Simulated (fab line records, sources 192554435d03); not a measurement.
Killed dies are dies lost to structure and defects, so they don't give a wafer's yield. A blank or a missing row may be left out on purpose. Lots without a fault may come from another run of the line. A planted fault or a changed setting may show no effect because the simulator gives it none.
fab line records | flow n5_finfet
record lots=5 wafers=15 last_day=17
route steps=1938 shown MOL_CONTACT_COAG@549
lots that met no fault: from a run of the same line without faults
start_h: hours from the record's first day to the start of the lot's first wafer shown | wait_h: hours since the lot's step before | " the same as in the row above | L1.1+2: a row that stands for several wafers | - no value, or no start given | * or withheld: withheld | < > ~ a bound
route shown NAME@n: a module of which the file shows steps, and the number in the route of the first | usual: mean/standard deviation of fault-free wafers | same: alike in all rows | chamber/n: place in a boat | sites: the reading at each site | _std_site: their standard deviation | _edge_site: outer sites' mean less inner sites' | radius_mm: how far each site lies from the wafer's centre | mask NAME#n: copy n | behind: the tool/chamber that last shaped the wafer | hold: why the lot was held/for how many hours/how that ended | device: the transistor (n, p or np) that didn't switch | end of line: the same wafers' tests at the end of the route | a step without rows: its recipe alone | killed: dies lost to structure and defects at the first sort, not the wafer's yield | map: a wafer's dies, x killed, . not, _ none there
set.NAME: the setting as run; set.NAME@STEP: as run at that earlier step | model.NAME: the simulator's own value behind a step, which no gauge read
lots at some steps of the route; a table a step, a row a wafer
services: from which hour (start_h, from the record's first day; less than 0 if before it) a tool's chamber was out of use, for how many hours, and why
## steps
# step N5_MOL_CONTACT_COAG_ANNEAL_113
# recipe temp_c=400 time_s=300 ambient=H2/N2
# usual anneal_temp_c_max=402.5/0.51 lamp_power_pct=2.950/0.019 wafer_temp_C_max=402.7/0.54
# columns lot.wafer tool chamber start_h wait_h anneal_temp_c_max lamp_power_pct wafer_temp_C_max
L074.1 rtp_anneal-02 0 89.42 0.3 402.3 2.931 402.9
L074.4 " 0 " " 402.2 2.935 403.2
L074.5 " 0 " " 402.5 2.930 402.5
L075.1 rtp_anneal-01 0 96.79 0.3 402.8 2.973 402.8
L075.3 " 0 " " 403.0 2.975 402.8
L075.6 " 0 " " 403.1 2.975 402.8
L088.1 rtp_anneal-01 0 176.77 0.3 402.7 2.972 402.5
L088.2 " 0 " " 402.4 2.974 403.2
L088.4 " 0 " " 402.7 2.974 402.3
L089.4 rtp_anneal-01 0 181.85 0.7 402.9 2.970 403.1
L089.5 " 0 " " 402.5 2.970 404.2
L089.6 " 0 " " 402.9 2.968 402.0
L093.2 rtp_anneal-02 0 205.26 0.5 402.0 2.932 402.6
L093.4 " 0 " " 402.2 2.934 402.6
L093.6 " 0 " " 402.8 2.935 402.4
# step N5_MOL_CONTACT_COAG_PRE_CLEAN_142
# recipe gas=H2/He time_s=60 temp_c=300
# usual heater_power_w=469/43
# columns lot.wafer tool chamber start_h wait_h heater_power_w
L074.1 pvd_sputter-01 - 91.73 2.2 442
L074.4 " - " " 488
L074.5 " - " " 442
L075.1 pvd_sputter-02 - 98.19 1.2 448
L075.3 " - " " 586
L075.6 " - " " 450
L088.1 pvd_sputter-01 - 179.40 2.5 489
L088.2 " - " " 446
L088.4 " - " " 445
L089.4 pvd_sputter-01 - 183.00 1.0 502
L089.5 " - " " 443
L089.6 " - " " 491
L093.2 pvd_sputter-02 - 206.55 1.1 460
L093.4 " - " " 493
L093.6 " - " " 570
# step N5_MOL_CONTACT_COAG_SPUTTER_130
# recipe material=Co target_thk_a=475 temp_c=25 chamber_pressure_pa=0.5 power_w=3000
# usual throttle_valve_pct=29.3/1.2
# columns lot.wafer tool chamber start_h wait_h throttle_valve_pct
L074.1 pvd_sputter-01 - 91.79 0.0 30.3
L074.4 " - " " 29.4
L074.5 " - " " 30.3
L075.1 pvd_sputter-02 - 98.25 0.0 28.1
L075.3 " - " " 30.4
L075.6 " - " " 28.0
L088.1 pvd_sputter-01 - 179.46 0.0 29.4
L088.2 " - " " 29.8
L088.4 " - " " 27.4
L089.4 pvd_sputter-01 - 183.06 0.0 29.6
L089.5 " - " " 30.6
L089.6 " - " " 29.4
L093.2 pvd_sputter-02 - 206.61 0.0 28.0
L093.4 " - " " 30.8
L093.6 " - " " 30.3
# step N5_MOL_CONTACT_COAG_PRECLEAN_125
# recipe chemistry=DIW time_s=57.5 temp_c=23
# columns lot.wafer tool chamber start_h wait_h
L074.1+4+5 wet_bench-04 2,4,5 91.93 0.1
L075.1+3+6 wet_bench-06 3,5,4 98.38 0.1
L088.1+2+4 wet_bench-04 2,4,6 179.60 0.1
L089.4+5+6 wet_bench-01 7,6,5 183.19 0.1
L093.2+4+6 wet_bench-01 3,0,5 206.74 0.1
# step N5_MOL_CONTACT_COAG_SRD_126
# recipe dry_time_s=32 dry=n2_spin spin_rpm=1500
# same dry_time_s=32
# columns lot.wafer tool chamber start_h wait_h
L074.1+4+5 wet_bench-04 2,4,5 91.95 0.0
L075.1+3+6 wet_bench-06 3,5,4 98.40 0.0
L088.1+2+4 wet_bench-04 2,4,6 179.62 0.0
L089.4+5+6 wet_bench-01 7,6,5 183.21 0.0
L093.2+4+6 wet_bench-01 3,0,5 206.76 0.0
# step N5_MOL_CONTACT_COAG_CMP_23
# recipe stop_on=SiO2 t_overpolish_s=1.5 post_cmp_clean=cu_alkaline down_force_psi=2 platen_rpm=50.289 pad_velocity_m_s=1.0006 target_thk_nm=0
# usual motor_current_A=7.8/0.56 overpolish_run_s=1.501/0.0089 retaining_ring_pressure_frac=1.000/0.0054 time_to_endpoint_s=9.9/2.3
# columns lot.wafer tool chamber start_h wait_h motor_current_A overpolish_run_s retaining_ring_pressure_frac time_to_endpoint_s
L074.4 cmp-04 1 91.98 0.0 7.9 1.486 0.992 10.1
L074.1 " 0 " " 8.2 1.491 0.997 8.5
L074.5 " 2 " " 7.5 1.494 0.997 9.0
L075.1 cmp-03 0 98.44 0.0 6.9 1.505 0.993 7.1
L075.3 " 3 " " 7.5 1.503 1.001 12.3
L075.6 " 0 " " 6.7 1.499 0.992 8.2
L088.1 cmp-04 1 179.69 0.1 8.0 1.502 0.997 9.9
L088.4 " 2 " " 7.9 1.497 1.001 11.2
L088.2 " 3 " " 7.4 1.491 1.008 12.5
L089.4 cmp-03 3 183.27 0.1 7.3 1.503 1.000 11.2
L089.6 " 2 " " 7.2 1.499 1.002 6.6
L089.5 " 3 " " 8.0 1.499 1.002 11.8
L093.4 cmp-03 1 206.87 0.1 7.6 1.493 1.001 12.9
L093.2 " 2 " " 7.2 1.503 1.005 8.5
L093.6 " 3 " " 7.7 1.503 1.007 14.6
# step N5_MOL_CONTACT_COAG_WET_ETCH_26
# recipe target=Co target_depth_nm=13
# columns lot.wafer tool chamber start_h wait_h
L074.1+4+5 wet_bench-04 5,3,0 92.33 0.0
L075.1+3+6 wet_bench-01 4,7,1 98.78 0.0
L088.1+2+4 wet_bench-06 6,4,2 180.00 0.0
L089.4+5+6 wet_bench-06 7,0,4 183.59 0.0
L093.2+4+6 wet_bench-06 2,6,5 207.14 0.0
# step N5_MOL_CONTACT_COAG_WET_ETCH_116
# recipe chemistry=SC1-inhibited target_depth_nm=4.6 dry=ipa_marangoni rinse_time_s=30 rinse_temp_c=23
# columns lot.wafer tool chamber start_h wait_h
L074.1+4+5 wet_bench-04 5,3,0 92.50 0.0
L075.1+3+6 wet_bench-01 4,7,1 98.93 0.0
L088.1+2+4 wet_bench-06 6,4,2 180.15 0.0
L089.4+5+6 wet_bench-06 7,0,4 183.74 0.0
L093.2+4+6 wet_bench-06 2,6,5 207.30 0.0
# step N5_MOL_CONTACT_COAG_ALD_27
# recipe material=SiOC target_thk_a=170 temp_c=400 ald_precursor_family=carbosiloxane ald_co_reactant=H2-plasma pulse_time_s=1.5 time_s=2720 purge_time_s=2 co_reactant_purge_time_s=2 ald_cycles=340 pressure_torr=2
# usual heater_power_w=844/81 precursor_pulse_height_rel=1.000/0.019
# same ald_cycles=340
# columns lot.wafer tool chamber start_h wait_h heater_power_w precursor_pulse_height_rel
L074.1 ald_sin-03 3 92.85 0.0 903 1.022
L074.4 " 2 " " 774 1.043
L074.5 " 1 " " 916 0.980
L075.1 ald_sin-02 2 100.04 0.8 840 0.966
L075.3 " 3 " " 843 0.982
L075.6 " 3 " " 850 0.990
L088.1 ald_sin-02 1 180.47 0.0 825 1.019
L088.2 " 3 " " 849 1.006
L088.4 " 0 " " 709 0.999
L089.4 ald_sin-04 0 185.24 1.2 1015 1.000
L089.5 " 1 " " 787 0.982
L089.6 " 2 " " 879 1.019
L093.2 ald_sin-03 3 207.73 0.1 840 1.014
L093.4 " 0 " " 772 0.972
L093.6 " 3 " " 851 1.009
# step N5_MOL_CONTACT_COAG_CMP_28
# recipe stop_on=SiNx t_overpolish_s=0.85 post_cmp_clean=alkaline_brush down_force_psi=4.15 platen_rpm=51.8 pad_velocity_m_s=1.0307 target_thk_nm=14.522
# usual motor_current_A=12.0/1 retaining_ring_pressure_frac=0.999/0.0049 time_to_endpoint_s=5.2/2.3
# columns lot.wafer tool chamber start_h wait_h motor_current_A retaining_ring_pressure_frac time_to_endpoint_s
L074.4 cmp-03 3 94.49 0.9 12.0 0.997 8.5
L074.1 " 0 " " 10.4 1.003 2.7
L074.5 " 1 " " 10.8 1.004 7.5
L075.3 cmp-03 0 101.61 0.8 10.5 1.006 3.7
L075.1 " 1 " " 11.7 1.008 6.4
L075.6 " 1 " " 10.8 1.000 8.1
L088.4 cmp-01 3 182.04 0.8 12.0 0.985 5.0
L088.2 " 1 " " 12.2 0.996 4.3
L088.1 " 2 " " 12.7 0.992 4.5
L089.4 cmp-01 1 186.11 0.1 13.0 0.999 2.6
L089.6 " 3 " " 11.5 0.995 0.8
L089.5 " 0 " " 13.5 0.993 3.1
L093.4 cmp-01 1 209.30 0.0 12.3 1.010 2.6
L093.2 " 0 " " 13.0 0.996 4.5
L093.6 " 2 " " 13.4 0.992 5.6
# step N5_MOL_CONTACT_COAG_THK_MEAS_29
# recipe reads=SiNx_of_GATE_CUT_PECVD_57+SiNx_of_GATE_CUT_SAC_CAP_01
# usual MD_CAP_THK=17.93/0.097
# columns lot.wafer tool chamber start_h wait_h MD_CAP_THK[nm]
L074.1 film_metro-02 - 94.71 - 17.87
L074.4 " - " " 18.15
L074.5 " - " " 17.95
L075.1 film_metro-01 - 101.90 - 17.83
L075.3 " - " " 17.95
L075.6 " - " " 17.75
L088.1 film_metro-01 - 182.33 - 17.92
L088.2 " - " " 17.85
L088.4 " - " " 17.67
L089.4 film_metro-01 - 186.33 - 18.03
L089.5 " - " " 17.94
L089.6 " - " " 18.00
L093.2 film_metro-02 - 209.59 - 17.80
L093.4 " - " " 17.80
L093.6 " - " " 17.95
# step N5_MOL_CONTACT_COAG_ALD_123
# recipe material=SiNx target_thk_a=50 temp_c=400 ald_precursor_family=SiH2I2 ald_co_reactant=N2/H2-plasma pulse_time_s=1 purge_time_s=2 co_reactant_purge_time_s=2 ald_cycles=100 pressure_torr=2
# usual heater_power_w=862/82 precursor_pulse_height_rel=1.003/0.019
# same ald_cycles=100
# columns lot.wafer tool chamber start_h wait_h heater_power_w precursor_pulse_height_rel
L074.1 ald_sin-03 1 94.97 0.3 888 1.008
L074.4 " 2 " " 803 0.997
L074.5 " 3 " " 894 0.992
L075.1 ald_sin-03 0 103.14 1.2 809 1.012
L075.3 " 3 " " 913 0.964
L075.6 " 1 " " 916 0.999
L088.1 ald_sin-04 2 183.77 1.4 839 0.991
L088.2 " 0 " " 1028 0.996
L088.4 " 0 " " 1017 1.022
L089.4 ald_sin-04 2 186.64 0.3 855 1.012
L089.5 " 0 " " 1014 1.006
L089.6 " 1 " " 784 0.999
L093.2 ald_sin-03 1 209.63 0.0 900 1.013
L093.4 " 2 " " 809 1.005
L093.6 " 1 " " 876 1.026
# step N5_MOL_CONTACT_COAG_PECVD_31
# recipe material=SiO2 target_thk_a=460 temp_c=400 precursor=TEOS/O2 pressure_torr=6.5 rf_w=withheld teos_flow_sccm=withheld gas=O2 flow_sccm=2650 time_s=8.9
# columns lot.wafer tool chamber start_h wait_h
L074.1+4+5 pecvd-02 1,2,0 95.48 0.3
L075.1+3+6 pecvd-01 2,1,1 103.64 0.3
L088.1+2+4 pecvd-02 2,1,0 184.27 0.3
L089.4+5+6 pecvd-03 2,1,0 186.92 0.0
L093.2+4+6 pecvd-01 1,0,1 210.13 0.3
# step N5_MOL_CONTACT_COAG_COAT_75
# recipe resist=SOC temp_c=250 time_s=60 spin_rpm=1500 resist_thk_nm=60
# usual chill_plate_temp_C=23.01/0.11
# columns lot.wafer tool chamber start_h wait_h chill_plate_temp_C
L074.1 litho_track-05 0 95.54 0.0 22.77
L074.4 " 0 " " 23.04
L074.5 " 0 " " 23.04
L075.1 litho_track-05 0 103.70 0.0 23.00
L075.3 " 0 " " 22.84
L075.6 " 0 " " 22.86
L088.1 litho_track-04 0 184.33 0.0 22.80
L088.2 " 0 " " 22.79
L088.4 " 0 " " 23.13
L089.4 litho_track-01 0 186.96 0.0 23.21
L089.5 " 0 " " 23.02
L089.6 " 0 " " 23.06
L093.2 litho_track-04 0 210.19 0.0 23.11
L093.4 " 0 " " 22.99
L093.6 " 0 " " 23.17
# step N5_MOL_CONTACT_COAG_COAT_76
# recipe resist=SiARC temp_c=220 time_s=60 spin_rpm=1500 resist_thk_nm=10
# usual chill_plate_temp_C=22.99/0.11
# columns lot.wafer tool chamber start_h wait_h chill_plate_temp_C
L074.1 litho_track-05 0 - - 23.10
L074.4 " 0 " " 22.98
L074.5 " 0 " " 22.88
L075.1 litho_track-05 0 - - 22.81
L075.3 " 0 " " 22.87
L075.6 " 0 " " 22.84
L088.1 litho_track-04 0 - - 23.04
L088.2 " 0 " " 22.96
L088.4 " 0 " " 23.12
L089.4 litho_track-01 0 - - 22.96
L089.5 " 0 " " 22.89
L089.6 " 0 " " 23.09
L093.2 litho_track-04 0 - - 22.99
L093.4 " 0 " " 22.99
L093.6 " 0 " " 22.96
# step N5_MOL_CONTACT_COAG_COAT_77
# recipe resist=underlayer temp_c=205 time_s=60 spin_rpm=1500 resist_thk_nm=10
# usual chill_plate_temp_C=23.01/0.09
# columns lot.wafer tool chamber start_h wait_h chill_plate_temp_C
L074.1 litho_track-05 0 - - 23.09
L074.4 " 0 " " 22.86
L074.5 " 0 " " 22.94
L075.1 litho_track-05 0 - - 22.95
L075.3 " 0 " " 22.89
L075.6 " 0 " " 22.90
L088.1 litho_track-04 0 - - 23.13
L088.2 " 0 " " 23.10
L088.4 " 0 " " 23.05
L089.4 litho_track-01 0 - - 23.05
L089.5 " 0 " " 23.15
L089.6 " 0 " " 22.97
L093.2 litho_track-04 0 - - 22.89
L093.4 " 0 " " 22.97
L093.6 " 0 " " 23.11
# step N5_MOL_CONTACT_COAG_COAT_78
# recipe resist=CAR-EUV spin_rpm=1500 resist_thk_nm=40
# usual chill_plate_temp_C=23.00/0.093
# columns lot.wafer tool chamber start_h wait_h chill_plate_temp_C
L074.1 litho_track-05 0 - - 23.03
L074.4 " 0 " " 22.91
L074.5 " 0 " " 22.96
L075.1 litho_track-05 0 - - 23.03
L075.3 " 0 " " 23.07
L075.6 " 0 " " 23.14
L088.1 litho_track-04 0 - - 23.07
L088.2 " 0 " " 22.92
L088.4 " 0 " " 22.80
L089.4 litho_track-01 0 - - 22.87
L089.5 " 0 " " 23.01
L089.6 " 0 " " 23.07
L093.2 litho_track-04 0 - - 23.01
L093.4 " 0 " " 22.98
L093.6 " 0 " " 23.07
# step N5_MOL_CONTACT_COAG_EBR_80
# recipe solvent=PGMEA ebr_width_mm=1.5
# usual chill_plate_temp_C=23.02/0.11
# columns lot.wafer tool chamber start_h wait_h chill_plate_temp_C
L074.1 litho_track-05 0 - - 23.14
L074.4 " 0 " " 23.22
L074.5 " 0 " " 23.08
L075.1 litho_track-05 0 - - 23.27
L075.3 " 0 " " 23.24
L075.6 " 0 " " 23.21
L088.1 litho_track-04 0 - - 23.11
L088.2 " 0 " " 23.16
L088.4 " 0 " " 22.98
L089.4 litho_track-01 0 - - 23.13
L089.5 " 0 " " 22.99
L089.6 " 0 " " 23.11
L093.2 litho_track-04 0 - - 23.05
L093.4 " 0 " " 22.90
L093.6 " 0 " " 23.09
# step N5_MOL_CONTACT_COAG_SOFTBAKE_79
# recipe temp_c=110 time_s=60 resist=CAR-EUV
# usual chill_plate_temp_C=22.99/0.098
# columns lot.wafer tool chamber start_h wait_h chill_plate_temp_C
L074.1 litho_track-05 0 - - 23.14
L074.4 " 0 " " 23.15
L074.5 " 0 " " 23.08
L075.1 litho_track-05 0 - - 22.85
L075.3 " 0 " " 23.08
L075.6 " 0 " " 23.06
L088.1 litho_track-04 0 - - 22.92
L088.2 " 0 " " 23.08
L088.4 " 0 " " 23.01
L089.4 litho_track-01 0 - - 22.88
L089.5 " 0 " " 22.91
L089.6 " 0 " " 22.83
L093.2 litho_track-04 0 - - 23.10
L093.4 " 0 " " 23.32
L093.6 " 0 " " 23.18
# step N5_MOL_CONTACT_COAG_EXPOSE_81
# recipe mask_id=VG na=0.33 source_shape=annular sigma_inner=0.3 sigma_outer=0.7 polarization=unpolarized defocus_nm=0 dose_mj=59.5
# usual reticle_temp_C=23.01/0.099 stage_msd_nm=0.838/0.026
# columns lot.wafer tool chamber start_h wait_h mask reticle_temp_C stage_msd_nm
L074.1 euv_scanner-02 0 95.67 - VG#0 23.10 0.880
L074.4 " 0 " " VG#0 22.97 0.879
L074.5 " 0 " " VG#0 23.10 0.879
L075.1 euv_scanner-02 0 103.83 - VG#0 22.96 0.879
L075.3 " 0 " " VG#0 22.94 0.877
L075.6 " 0 " " VG#0 22.86 0.878
L088.1 euv_scanner-02 0 184.59 - VG#0 22.96 0.848
L088.2 " 0 " " VG#0 23.02 0.847
L088.4 " 0 " " VG#0 23.05 0.850
L089.4 euv_scanner-01 0 187.25 - VG#0 23.08 0.815
L089.5 " 0 " " VG#0 22.97 0.815
L089.6 " 0 " " VG#0 23.05 0.815
L093.2 euv_scanner-02 0 210.33 - VG#0 23.02 0.842
L093.4 " 0 " " VG#0 22.99 0.839
L093.6 " 0 " " VG#0 23.10 0.843
# step N5_MOL_CONTACT_COAG_PEB_82
# recipe peb_temp_c=100 peb_time_s=60 resist=CAR-EUV
# usual chill_plate_temp_C=23.02/0.11
# columns lot.wafer tool chamber start_h wait_h chill_plate_temp_C
L074.1 litho_track-05 0 95.75 0.1 22.98
L074.4 " 0 " " 23.09
L074.5 " 0 " " 23.09
L075.1 litho_track-05 0 103.91 0.1 22.88
L075.3 " 0 " " 23.07
L075.6 " 0 " " 23.06
L088.1 litho_track-05 0 184.66 0.1 22.98
L088.2 " 0 " " 23.16
L088.4 " 0 " " 23.07
L089.4 litho_track-04 0 187.30 0.0 22.99
L089.5 " 0 " " 22.82
L089.6 " 0 " " 22.95
L093.2 litho_track-04 0 210.40 0.1 23.02
L093.4 " 0 " " 23.02
L093.6 " 0 " " 23.09
# step N5_MOL_CONTACT_COAG_DEVELOP_83
# recipe develop_time_s=30 developer=TMAH resist=CAR-EUV rinse_liquid=surfactant_rinse dry=air_spin dev_temp_c=23
# usual chill_plate_temp_C=23.01/0.11
# columns lot.wafer tool chamber start_h wait_h chill_plate_temp_C
L074.1 litho_track-05 0 - - 23.11
L074.4 " 0 " " 23.14
L074.5 " 0 " " 23.07
L075.1 litho_track-05 0 - - 23.17
L075.3 " 0 " " 23.11
L075.6 " 0 " " 23.12
L088.1 litho_track-05 0 - - 23.19
L088.2 " 0 " " 23.00
L088.4 " 0 " " 23.06
L089.4 litho_track-04 0 - - 23.07
L089.5 " 0 " " 22.97
L089.6 " 0 " " 23.00
L093.2 litho_track-04 0 - - 23.04
L093.4 " 0 " " 23.09
L093.6 " 0 " " 23.12
# step N5_MOL_CONTACT_COAG_CD_MEAS_84
# recipe target_cd_nm=25.1 landing_energy_ev=500 detector=se_inlens polarity=opening
# usual cd_nm=25.13/0.25
# columns lot.wafer tool chamber start_h wait_h cd_nm
L074.1 cd_sem-03 0 95.82 - 25.14
L074.4 " 0 " " 25.25
L074.5 " 0 " " 25.20
L075.1 cd_sem-01 0 103.98 - 24.98
L075.3 " 0 " " 25.32
L075.6 " 0 " " 25.21
L088.1 cd_sem-01 0 184.73 - 25.22
L088.2 " 0 " " 25.42
L088.4 " 0 " " 24.76
L089.4 cd_sem-01 0 187.37 - 25.42
L089.5 " 0 " " 25.17
L089.6 " 0 " " 25.21
L093.2 cd_sem-01 0 210.47 - 25.40
L093.4 " 0 " " 25.12
L093.6 " 0 " " 25.64
# step N5_MOL_CONTACT_COAG_OVL_MEAS_85
# recipe points_per_wafer=522
# usual VG_OVL=-0.3/0.63
# same points_per_wafer=522
# columns lot.wafer tool chamber start_h wait_h VG_OVL[nm]
L074.1 overlay-02 0 95.85 0.0 0.4
L074.4 " 0 " " 0.0
L074.5 " 0 " " -0.3
L075.1 overlay-01 0 104.01 0.0 -0.3
L075.3 " 0 " " 0.4
L075.6 " 0 " " 0.3
L088.1 overlay-02 0 184.76 0.0 -0.3
L088.2 " 0 " " -1.0
L088.4 " 0 " " 0.6
L089.4 overlay-02 0 187.42 0.0 0.0
L089.5 " 0 " " 0.3
L089.6 " 0 " " -0.2
L093.2 overlay-01 0 210.50 0.0 0.1
L093.4 " 0 " " -0.4
L093.6 " 0 " " 0.2
# step N5_MOL_CONTACT_COAG_INSPECT_57
# recipe mode=adi inspect_instrument=brightfield
# usual raw_defect_count=212/49
# columns lot.wafer tool chamber start_h wait_h raw_defect_count
L074.1 defect_inspect-02 - 95.91 0.1 233
L074.4 " - " " 160
L074.5 " - " " 245
L075.1 defect_inspect-02 - 104.07 0.1 209
L075.3 " - " " 200
L075.6 " - " " 184
L088.1 defect_inspect-01 - 184.82 0.1 165
L088.2 " - " " 149
L088.4 " - " " 165
L089.4 defect_inspect-01 - 187.46 0.0 183
L089.5 " - " " 173
L089.6 " - " " 150
L093.2 defect_inspect-01 - 210.56 0.0 173
L093.4 " - " " 139
L093.6 " - " " 239
# step N5_MOL_CONTACT_COAG_DESCUM_88
# recipe chemistry=O2 time_s=7 source_power_w=50 bias_power_w=20 pressure_mtorr=20 rf_frequency_hz=2.712e+07 temp_c=40 resist=CAR-EUV o2_flow_sccm=225
# usual drypump_motor_current_A=5.8/0.55 oes_product_au=0.78/0.06 rf_vpp_V=243.0/1.1 showerhead_plenum_p_Torr=2.08/0.058 throttle_valve_pct=20.51/0.3
# columns lot.wafer tool chamber start_h wait_h drypump_motor_current_A oes_product_au rf_hours_counter_h rf_vpp_V showerhead_plenum_p_Torr throttle_valve_pct
L074.1 rie_diel-04 0 96.11 0.2 6.8 0.74 175 241.8 2.00 20.76
L074.4 " 1 " " 6.0 0.73 190 243.8 2.10 20.90
L074.5 " 0 " " 6.8 0.74 - 242.7 2.00 20.78
L075.1 rie_diel-04 0 104.10 0.0 6.8 0.73 177 242.0 2.00 20.77
L075.3 " 1 " " 6.0 0.73 192 243.2 2.10 20.90
L075.6 " 1 " " 6.0 0.73 - 243.4 2.10 20.91
L088.1 rie_diel-01 0 184.85 0.0 5.3 0.87 50 243.8 2.13 20.40
L088.2 " 1 " " 5.4 0.82 74 244.4 2.15 20.43
L088.4 " 2 " " 5.1 0.80 96 240.7 2.03 20.46
L089.4 rie_diel-01 0 187.49 0.0 5.3 0.86 51 243.7 2.13 20.41
L089.5 " 1 " " 5.4 0.81 - 243.5 2.15 20.41
L089.6 " 2 " " 5.1 0.79 - 243.0 2.03 20.47
L093.2 rie_diel-04 2 210.80 0.2 6.2 0.86 58 243.1 2.03 20.08
L093.4 " 1 " " 6.0 0.70 229 241.0 2.08 20.94
L093.6 " 2 " " 6.2 0.86 - 242.4 2.03 20.10
# step N5_MOL_CONTACT_COAG_ETCH_89
# recipe chemistry=N2/H2 target=underlayer target_depth_a=130 mask_material=CAR-EUV time_s=10.4 ion_energy_ev=200 pressure_mtorr=30 source_w=840 bias_w=150 n2_flow_sccm=200 h2_flow_sccm=200 ends=cleared
# usual drypump_motor_current_A=5.8/0.55 etch_rf_on_time_s=10.40/0.23 oes_product_au=0.66/0.05 rf_vpp_V=523.3/2 showerhead_plenum_p_Torr=2.52/0.07 throttle_valve_pct=17.9/0.31
# columns lot.wafer tool chamber start_h wait_h drypump_motor_current_A etch_rf_on_time_s oes_product_au rf_hours_counter_h rf_vpp_V showerhead_plenum_p_Torr throttle_valve_pct
L074.1 rie_diel-04 0 96.14 0.0 6.8 10.39 0.63 175 521.7 2.41 18.1
L074.4 " 1 " " 6.0 10.41 0.63 190 523.5 2.53 18.3
L074.5 " 0 " " 6.8 10.38 0.62 - 520.4 2.41 18.0
L075.1 rie_diel-04 0 104.14 0.0 6.8 10.40 0.62 177 519.4 2.41 18.1
L075.3 " 1 " " 6.0 10.37 0.62 192 525.3 2.53 18.3
L075.6 " 1 " " 6.0 10.41 0.62 - 523.5 2.53 18.3
L088.1 rie_diel-01 0 184.89 0.0 5.3 10.60 0.73 50 526.0 2.56 17.6
L088.2 " 1 " " 5.4 10.65 0.69 74 523.1 2.58 17.7
L088.4 " 2 " " 5.1 10.47 0.68 96 521.3 2.47 17.8
L089.4 rie_diel-01 0 187.52 0.0 5.3 10.67 0.72 51 526.0 2.56 17.6
L089.5 " 1 " " 5.4 10.56 0.69 - 525.2 2.58 17.7
L089.6 " 2 " " 5.1 10.46 0.68 - 522.6 2.47 17.8
L093.2 rie_diel-04 2 210.83 0.0 6.1 10.05 0.74 58 521.3 2.47 17.6
L093.4 " 1 " " 6.0 10.54 0.61 229 522.5 2.51 18.3
L093.6 " 2 " " 6.1 10.10 0.74 - 520.3 2.47 17.6
# step N5_MOL_CONTACT_COAG_ETCH_90
# recipe chemistry=CF4 target=SiARC target_depth_a=130 mask_material=CAR-EUV time_s=21.7 ion_energy_ev=80 pressure_mtorr=40 source_w=545 bias_w=36 Ar_flow_sccm=100 cf4_flow_sccm=100 ends=cleared
# usual drypump_motor_current_A=5.8/0.55 etch_rf_on_time_s=21.6/0.44 mfc_ar_sccm=100.0/0.3 oes_product_au=0.67/0.052 rf_vpp_V=183.8/1.1 showerhead_plenum_p_Torr=2.12/0.055 throttle_valve_pct=15.68/0.29
# columns lot.wafer tool chamber start_h wait_h drypump_motor_current_A etch_rf_on_time_s mfc_ar_sccm oes_product_au rf_hours_counter_h rf_vpp_V showerhead_plenum_p_Torr throttle_valve_pct
L074.1 rie_diel-04 0 96.16 0.0 6.8 21.9 100.0 0.62 175 183.6 2.04 15.92
L074.4 " 1 " " 6.0 22.0 100.0 0.62 190 186.0 2.13 15.97
L074.5 " 0 " " 6.8 21.9 99.8 0.62 - 182.9 2.04 15.93
L075.1 rie_diel-04 0 104.15 0.0 6.8 21.9 100.0 0.63 177 183.7 2.04 15.91
L075.3 " 1 " " 6.0 22.0 100.2 0.62 192 183.0 2.13 15.97
L075.6 " 1 " " 6.0 22.1 100.7 0.62 - 184.2 2.13 15.96
L088.1 rie_diel-01 0 184.91 0.0 5.3 21.9 99.7 0.74 50 184.4 2.17 15.56
L088.2 " 1 " " 5.4 21.6 99.7 0.70 74 184.5 2.18 15.50
L088.4 " 2 " " 5.1 21.7 100.0 0.67 96 182.2 2.07 15.58
L089.4 rie_diel-01 0 187.54 0.0 5.3 21.9 99.7 0.72 51 184.2 2.17 15.55
L089.5 " 1 " " 5.4 21.8 100.3 0.69 - 183.1 2.17 15.49
L089.6 " 2 " " 5.2 22.0 99.8 0.67 - 182.3 2.07 15.57
L093.2 rie_diel-04 2 210.85 0.0 6.2 20.9 100.8 0.74 58 182.3 2.08 15.34
L093.4 " 1 " " 6.0 21.9 100.2 0.60 229 183.5 2.12 16.04
L093.6 " 2 " " 6.1 20.6 99.6 0.75 - 182.5 2.08 15.33
# step N5_MOL_CONTACT_COAG_ALD_131
# recipe material=SiO2 target_thk_a=50 temp_c=100 ald_precursor_family=BDEAS ald_co_reactant=O2-plasma pulse_time_s=1 co_reactant_pulse_time_s=1 purge_time_s=2 co_reactant_purge_time_s=2 ald_cycles=35 pressure_torr=2
# usual heater_power_w=78/7.6 precursor_pulse_height_rel=0.999/0.019
# same ald_cycles=35
# columns lot.wafer tool chamber start_h wait_h heater_power_w precursor_pulse_height_rel
L074.1 ald_sin-03 2 96.46 0.3 76 1.001
L074.4 " 1 " " 83 0.994
L074.5 " 0 " " 74 0.972
L075.1 ald_sin-02 2 104.23 0.1 78 1.002
L075.3 " 3 " " 78 1.002
L075.6 " 1 " " 78 0.988
L088.1 ald_sin-02 2 184.99 0.1 79 1.017
L088.2 " 1 " " 77 0.975
L088.4 " 3 " " 78 1.011
L089.4 ald_sin-04 0 187.73 0.2 94 0.992
L089.5 " 2 " " 79 0.998
L089.6 " 1 " " 72 1.007
L093.2 ald_sin-04 0 210.93 0.1 92 0.974
L093.4 " 2 " " 78 0.986
L093.6 " 1 " " 71 0.981
## services
# columns tool chamber start_h hours kind
cmp-03 - 66.41 1.5 repair
euv_scanner-02 - 67.65 1.0 pm
euv_scanner-01 - 70.58 1.0 pm
cmp-04 - 73.24 0.8 repair
euv_scanner-02 - 75.31 0.4 repair
pecvd-03 - 76.60 0.6 repair
rtp_anneal-02 - 84.60 0.9 pm
ald_sin-02 - 85.48 14.0 pm
cmp-04 - 87.31 4.5 repair
euv_scanner-01 - 89.86 5.8 pm
cmp-04 - 92.51 2.3 repair
ald_sin-04 - 94.92 28.1 pm
pecvd-01 - 116.65 2.8 pm
euv_scanner-02 - 119.84 1.0 pm
rie_diel-04 0 143.65 8.5 repair
cmp-01 - 145.79 4.0 pm
pecvd-02 - 151.87 5.5 pm
euv_scanner-02 - 175.99 1.0 pm
ald_sin-03 - 177.71 14.0 pm
cmp-04 - 182.97 5.8 pm
pecvd-01 - 200.46 0.3 repair
cmp-03 - 202.03 4.7 pm
cmp-03 - 209.37 4.0 pm
wet_bench-01 - 209.81 29.3 repair
## key
fault none
